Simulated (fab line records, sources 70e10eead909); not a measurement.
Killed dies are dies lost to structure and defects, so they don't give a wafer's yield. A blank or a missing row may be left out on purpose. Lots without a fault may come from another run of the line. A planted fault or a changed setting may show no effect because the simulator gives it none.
fab line records | flow nand_harc | part 2 of 2: steps 29 to 39 of 39
record lots=5 wafers=15 last_day=23
route steps=1159 shown P_GATE@172
lots that met no fault: from a run of the same line without faults
start_h: hours from the record's first day to the start of the lot's first wafer shown | wait_h: hours since the lot's step before | " the same as in the row above | L1.1+2: a row that stands for several wafers | - no value, or no start given | * or withheld: withheld | < > ~ a bound
route shown NAME@n: a module of which the file shows steps, and the number in the route of the first | usual: mean/standard deviation of fault-free wafers | same: alike in all rows | chamber/n: place in a boat | sites: the reading at each site | _std_site: their standard deviation | _edge_site: outer sites' mean less inner sites' | radius_mm: how far each site lies from the wafer's centre | mask NAME#n: copy n | behind: the tool/chamber that last shaped the wafer | hold: why the lot was held/for how many hours/how that ended | device: the transistor (n, p or np) that didn't switch | end of line: the same wafers' tests at the end of the route | a step without rows: its recipe alone | killed: dies lost to structure and defects at the first sort, not the wafer's yield | map: a wafer's dies, x killed, . not, _ none there
set.NAME: the setting as run; set.NAME@STEP: as run at that earlier step | model.NAME: the simulator's own value behind a step, which no gauge read
lots at some steps of the route; a table a step, a row a wafer
services: from which hour (start_h, from the record's first day; less than 0 if before it) a tool's chamber was out of use, for how many hours, and why
## steps
# step NHARC_P_GATE_CD_MEAS_91
# recipe target_cd_nm=2000 landing_energy_ev=500
# usual cd_nm=1998.9/1.9
# columns lot.wafer tool chamber start_h wait_h cd_nm
L080.1 cd_sem-03 0 140.06 - 1995.4
L080.3 " 0 " " 1996.9
L080.4 " 0 " " 1997.9
L082.3 cd_sem-01 0 150.73 - 2001.1
L082.4 " 0 " " 1999.8
L082.5 " 0 " " 2000.9
L084.2 cd_sem-01 0 162.58 - 1997.3
L084.5 " 0 " " 2001.3
L084.6 " 0 " " 2000.6
L086.1 cd_sem-02 0 182.02 - 2000.4
L086.4 " 0 " " 2001.0
L086.6 " 0 " " 1997.8
L093.2 cd_sem-01 0 216.21 - 2000.8
L093.4 " 0 " " 2003.6
L093.6 " 0 " " 1997.9
# step NHARC_P_GATE_HARDBAKE_92
# recipe temp_c=125 time_s=80
# usual plate_temp_C=124.98/0.13
# columns lot.wafer tool chamber start_h wait_h plate_temp_C
L080.1 litho_track-02 0 140.14 - 125.13
L080.3 " 0 " " 124.91
L080.4 " 0 " " 124.88
L082.3 litho_track-05 0 150.82 - 125.04
L082.4 " 0 " " 125.11
L082.5 " 0 " " 125.19
L084.2 litho_track-05 0 162.66 - 124.91
L084.5 " 0 " " 124.96
L084.6 " 0 " " 125.05
L086.1 litho_track-03 0 182.10 - 124.94
L086.4 " 0 " " 125.17
L086.6 " 0 " " 125.29
L093.2 litho_track-05 0 216.29 - 124.94
L093.4 " 0 " " 124.88
L093.6 " 0 " " 125.00
# step NHARC_P_GATE_DESCUM_93
# recipe time_s=3 o2_flow_sccm=200 ar_flow_sccm=0 bias_power_w=0 chemistry=O2
# usual chamber_pressure_mTorr=60.01/0.05 drypump_motor_current_A=5.8/0.39 oes_product_au=1.001/0.012 rf_vpp_V=57.7/0.94 showerhead_plenum_p_Torr=1.91/0.091 throttle_valve_pct=11.310/0.0093
# columns lot.wafer tool chamber start_h wait_h chamber_pressure_mTorr drypump_motor_current_A oes_product_au rf_hours_counter_h rf_vpp_V showerhead_plenum_p_Torr throttle_valve_pct
L080.1 rie_diel-08 2 140.23 - 60.06 4.9 0.989 1 58.3 2.04 11.308
L080.3 " 3 " " 60.07 6.2 0.987 1 59.4 1.83 11.288
L080.4 " 0 " " 60.05 6.3 1.004 1 57.2 1.86 11.331
L082.3 rie_diel-06 3 150.91 - 60.00 5.8 1.014 28 58.1 2.00 11.304
L082.4 " 0 " " 60.04 5.6 1.009 26 57.5 1.80 11.315
L082.5 " 3 " " 59.96 5.8 1.015 - 58.1 2.00 11.319
L084.2 rie_diel-06 1 162.75 - 59.96 6.3 1.021 28 57.3 1.81 11.300
L084.6 " 0 " " 60.09 5.6 1.002 - 56.4 1.80 11.298
L084.5 " 1 " " 59.97 6.2 1.017 - 57.9 1.81 11.310
L086.4 rie_diel-08 0 182.19 - 60.10 6.3 1.014 10 57.1 1.86 11.299
L086.1 " 2 " " 59.99 4.9 1.001 11 59.6 2.04 11.317
L086.6 " 0 " " 60.02 6.3 1.018 - 56.6 1.86 11.302
L093.4 rie_diel-04 1 216.38 - 59.99 5.5 0.997 37 57.0 1.90 11.308
L093.2 " 2 " " 59.89 5.6 1.003 40 58.2 2.06 11.311
L093.6 " 2 " " 60.06 5.6 1.005 - 58.8 2.06 11.298
# step NHARC_P_GATE_IMPLANT_94
# recipe energy_kev=60 dose_cm2=2e+15 tilt_deg=7
# columns lot.wafer tool chamber start_h wait_h
L080.1+3+4 implanter-01 0 140.37 0.1
L082.3+4+5 implanter-02 0 151.12 0.2
L084.2+5+6 implanter-01 0 162.91 0.2
L086.1+4+6 implanter-02 0 182.32 0.1
L093.2+4+6 implanter-02 0 216.56 0.2
# step NHARC_P_GATE_STRIP_113
# recipe power_w=1500 temp_c=110 time_s=740 chemistry=N2/H2
# usual drypump_motor_current_A=5.77/0.05 heater_power_w=89/7.4
# columns lot.wafer tool chamber start_h wait_h drypump_motor_current_A heater_power_w rf_hours_counter_h
L080.1 plasma_asher-02 0 140.72 0.3 5.83 77 43
L080.4 " 1 " " 5.75 95 -
L080.3 " 0 " " 5.83 80 -
L082.4 plasma_asher-02 1 151.51 0.3 5.74 94 -
L082.3 " 0 " " 5.87 80 -
L082.5 " 1 " " 5.73 94 -
L084.2 plasma_asher-02 1 163.49 0.5 5.73 94 51
L084.5 " 0 " " 5.81 79 -
L084.6 " 1 " " 5.73 95 -
L086.1 plasma_asher-02 0 182.87 0.5 5.83 78 59
L086.4 " 1 " " 5.72 94 -
L086.6 " 0 " " 5.84 80 -
L093.2 plasma_asher-02 1 216.75 0.2 5.73 94 9
L093.4 " 1 " " 5.74 97 -
L093.6 " 0 " " 5.83 78 -
# step NHARC_P_GATE_STRIP_95
# recipe power_w=1500 temp_c=250 chemistry=O2
# usual drypump_motor_current_A=5.77/0.049 heater_power_w=333/27
# columns lot.wafer tool chamber start_h wait_h drypump_motor_current_A heater_power_w rf_hours_counter_h
L080.1 plasma_asher-02 0 141.34 0.5 5.86 292 43
L080.4 " 1 " " 5.75 355 -
L080.3 " 0 " " 5.87 289 -
L082.4 plasma_asher-02 1 152.00 0.4 5.73 352 -
L082.3 " 0 " " 5.83 295 -
L082.5 " 1 " " 5.73 351 -
L084.2 plasma_asher-02 1 164.10 0.5 5.73 355 52
L084.5 " 0 " " 5.88 301 -
L084.6 " 1 " " 5.74 356 -
L086.1 plasma_asher-02 0 183.60 0.6 5.83 293 59
L086.4 " 1 " " 5.73 362 -
L086.6 " 0 " " 5.86 300 -
L093.2 plasma_asher-02 1 217.46 0.6 5.73 360 10
L093.4 " 1 " " 5.72 363 -
L093.6 " 0 " " 5.81 293 -
# step NHARC_P_GATE_STRIP_96
# recipe time_s=900 temp_c=130 chemistry=SPM
# columns lot.wafer tool chamber start_h wait_h
L080.4+3+1 wet_bench-03 3,6,7 141.55 0.2
L082.3+5+4 wet_bench-09 6,0,1 152.21 0.2
L084.6+5+2 wet_bench-09 7,1,2 164.31 0.2
L086.6+4+1 wet_bench-03 3,4,5 183.83 0.2
L093.2+4+6 wet_bench-06 4,7,0 217.70 0.2
# step NHARC_P_GATE_RTA_64
# recipe temp_c=1050 time_s=1
# usual lamp_power_pct=38/3.4 wafer_temp_C_max=1053.7/1.4
# columns lot.wafer tool chamber start_h wait_h lamp_power_pct wafer_temp_C_max
L080.1 rtp_anneal-02 0 141.89 - 41 1052.2
L080.3 " 0 " " 41 1051.9
L080.4 " 0 " " 41 1052.4
L082.3 rtp_anneal-02 0 152.61 - 41 1053.0
L082.4 " 0 " " 41 1053.7
L082.5 " 0 " " 41 1052.7
L084.2 rtp_anneal-01 0 164.68 - 34 1055.3
L084.5 " 0 " " 34 1055.4
L084.6 " 0 " " 34 1055.9
L086.1 rtp_anneal-02 0 184.29 - 41 1052.7
L086.4 " 0 " " 41 1051.5
L086.6 " 0 " " 41 1052.4
L093.2 rtp_anneal-01 0 218.07 - 34 1055.4
L093.4 " 0 " " 34 1054.7
L093.6 " 0 " " 34 1054.0
# step NHARC_P_GATE_ETCH_77
# recipe target_depth_a=60 chemistry=dHF material=SiO2
# columns lot.wafer tool chamber start_h wait_h
L080.4+3+1 wet_bench-09 2,3,4 142.10 0.1
L082.3+4+5 wet_bench-09 3,4,5 152.77 0.1
L084.6+2+5 wet_bench-03 0,2,4 164.85 0.0
L086.1+4+6 wet_bench-03 2,3,5 184.51 0.2
L093.4+2+6 wet_bench-06 3,4,6 218.24 0.1
# step NHARC_P_GATE_DEGAS_109
# recipe temp_c=300 time_s=60
# usual heater_power_w=486/56
# columns lot.wafer tool chamber start_h wait_h heater_power_w
L080.3 pvd_sputter-03 - 142.20 0.1 549
L080.1 " - " " 478
L080.4 " - " " 427
L082.4 pvd_sputter-02 - 152.85 0.1 599
L082.3 " - " " 408
L082.5 " - " " 417
L084.2 pvd_sputter-03 - 164.95 0.1 418
L084.5 " - " " 435
L084.6 " - " " 522
L086.4 pvd_sputter-01 - 184.62 0.1 467
L086.1 " - " " 513
L086.6 " - " " 554
L093.2 pvd_sputter-03 - 218.37 0.1 469
L093.4 " - " " 428
L093.6 " - " " 538
# step NHARC_P_GATE_PRE_CLEAN_110
# recipe time_s=30 bias_v=200 gas=Ar
# columns lot.wafer tool chamber start_h wait_h
L080.3+4+1 pvd_sputter-03 - - -
L082.3+4+5 pvd_sputter-02 - - -
L084.2+6+5 pvd_sputter-03 - - -
L086.1+4+6 pvd_sputter-01 - - -
L093.2+4+6 pvd_sputter-03 - - -
## services
# columns tool chamber start_h hours kind
krf_scanner-04 - 119.63 0.7 repair
rie_diel-06 1 120.98 3.8 repair
rie_diel-08 - 124.86 9.0 pm
krf_scanner-04 - 126.00 4.0 pm
wet_bench-06 - 129.60 8.0 pm
krf_scanner-02 - 142.02 0.4 repair
krf_scanner-02 - 144.44 2.1 repair
wet_bench-03 - 146.40 8.0 pm
krf_scanner-03 - 154.01 0.2 repair
pvd_sputter-01 - 158.05 10.0 pm
wet_bench-06 - 158.58 36.6 repair
rie_diel-04 1 160.85 3.3 repair
litho_track-02 - 165.00 7.0 pm
krf_scanner-03 - 168.00 4.0 pm
krf_scanner-02 - 183.07 3.9 repair
plasma_asher-02 - 183.67 9.0 pm
krf_scanner-02 - 197.89 1.3 repair
rie_diel-06 1 202.75 4.9 repair
krf_scanner-03 - 206.59 1.5 repair
wet_bench-09 - 209.53 1.0 repair
krf_scanner-03 - 211.72 1.2 repair
litho_track-03 - 213.00 7.0 pm
pvd_sputter-02 - 214.02 10.0 pm
rie_diel-06 1 215.78 28.6 repair
